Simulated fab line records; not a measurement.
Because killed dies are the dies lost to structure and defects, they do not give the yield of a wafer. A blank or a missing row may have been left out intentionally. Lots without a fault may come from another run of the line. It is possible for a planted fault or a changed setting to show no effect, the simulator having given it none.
Comparing a struck lot with a sound one / flow n5 finfet / 32 steps out of a route of 1938
Sound: wafers L324.2, L324.5, L324.6. Wafers struck: L322.1, L322.5, L322.6. The cause comes at the end.
Order at every step that has rows: each side's tool, ch and its chambers, its first start. Under that, the readings that differ: sound wafers / struck wafers / difference of the means / sigmas: that difference in standard deviations of wafers without a fault.
alike: readings whose means differ by less than 2 such deviations, and words and numbers that are the same on both sides. not compared: withheld readings, readings that some wafer has no value for, bounds like >300 that may hide the same value, and numbers for which the record gives no deviation and whose values overlap.
The two part at a step that has a row with sigmas, a row that says differs or no value, or rows on one side only. Numbers that don't overlap but have no deviation are shown without sigmas and don't part them. A reading missing from all wafers of one side parts the sides only when that side holds two or more wafers.

first, 10 steps without rows for these wafers: N5_SD_EPI_P_PRECLEAN_51 (cleans in NF3:NH3, afs cycles 1, time 20 s, sublimation time 60 s); N5_SD_EPI_P_VAPOR_ETCH_44 (etches SiGe30 in NF3/Ar, time 3.3 s); N5_SD_EPI_P_EPI_21 (deposits SiGe:B, time 355 s); N5_SD_EPI_P_HM_STRIP_48 (strips SiNx in H3PO4, material SiNx, target depth 3 nm); N5_SD_EPI_P_SRD_49 (time 30 s); N5_SD_EPI_P_PRECLEAN_24 (cleans in O3/DIW, time 45 s); N5_SD_EPI_P_PRECLEAN_32 (cleans in dHF, time 10 s); N5_SD_EPI_P_PRECLEAN_33 (cleans in SC2, time 45 s); N5_SD_EPI_P_SRD_25 (time 30 s); N5_SD_ACTIVATION_RTA_00 (time 0 s).
N5_SD_ACTIVATION_LSA_01: time 0.0008 s.
  sound on laser anneal-01 ch 0, day 7 06:33; struck on laser anneal-02 ch 0, day 6 20:04
reading=wafer_temp_C_max; sound=1086.5 1086.3 1085.0; struck=1093.1 1093.4 1091.4; difference=+6.7; sigmas=+6
N5_SD_ACTIVATION_RS_MEAS_03: uses a four-point probe to measure.
  struck on film metro-01, day 6 20:16; sound on film metro-01, day 7 06:45
reading=RS_SD_N (ohm/sq); sound=22.6 22.5 22.6; struck=21.1 20.9 21.5; difference=-1.4; sigmas=-5
  alike: RS_SD_P
then, 19 steps without rows for these wafers: N5_ILD0_LINER_00 (material SiNx, target thk 4 nm, pulse time 1 s, purge time 2 s); N5_ILD0_FCVD_FILL_01 (material SiO2 flowable, target thk 200 nm, time 328.3 s); N5_ILD0_CURE_02 (time 1800 s); N5_ILD0_CMP_03 (polishes, stops on SiNx, t overpolish 1.9 s, target thk 197.38 nm); N5_ILD0_CMP_07 (polishes SiO2 flowable, stops on poly-Si, t overpolish 1.18 s, target thk 138.88 nm); N5_ILD0_PRECLEAN_10 (cleans in NF3:NH3, afs cycles 5, time 20 s, sublimation time 60 s); N5_ILD0_ALD_15 (deposits SiNx, target thk 24 nm, pulse time 1 s, ald cycles 480); N5_ILD0_CMP_12 (polishes SiNx, stops on poly-Si, t overpolish 6 s, target thk 17.67 nm); N5_SDB_HM_DEP_00 (deposits SiNx from SiH4/NH3/N2, target thk 40 nm, time 35.3 s); N5_SDB_COAT_03 (time 60 s, resist thk 100 nm); N5_SDB_COAT_04 (time 60 s, resist thk 18 nm); N5_SDB_COAT_05 (resist thk 90 nm); N5_SDB_EBR_07; N5_SDB_SOFTBAKE_06 (time 60 s); N5_SDB_EXPOSE_08 (exposes mask SDB); N5_SDB_PEB_09 (peb time 60 s); N5_SDB_DEVELOP_10 (develop time 30 s); N5_SDB_DESCUM_16 (chemistry O2, time 7.9 s); N5_SDB_ETCH_17 (etches SiARC in CF4, target depth 23.4 nm, time 39 s).
-- the record jumps here: 5 days lie between the struck wafers' starts before and after (it left off in module SDB and takes up again in module BEOL_M4, whose first step shown is number 1111 of the route) --
N5_BEOL_M4_RC_MEAS_101:
  sound on prober-02 ch 0, day 11 20:04; struck on prober-02 ch 0, day 11 14:02
reading=RS_SD_N (ohm/sq); sound=29.1 29.0 29.3; struck=27.5 27.3 27.7; difference=-1.6; sigmas=-5
  alike: DIBL_N, DIBL_P, IOFF_N, IOFF_P, ION_N, ION_P, SS_N, SS_P, VT_N, VT_P

== WHERE THEY PART ==
At N5_SD_ACTIVATION_LSA_01 first; at N5_BEOL_M4_RC_MEAS_101 last (within this record only).

WHY: whatever the simulator had introduced
Drift in process parameters on laser anneal-02 at N5_SD_ACTIVATION_LSA_01, starting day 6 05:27. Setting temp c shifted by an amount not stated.
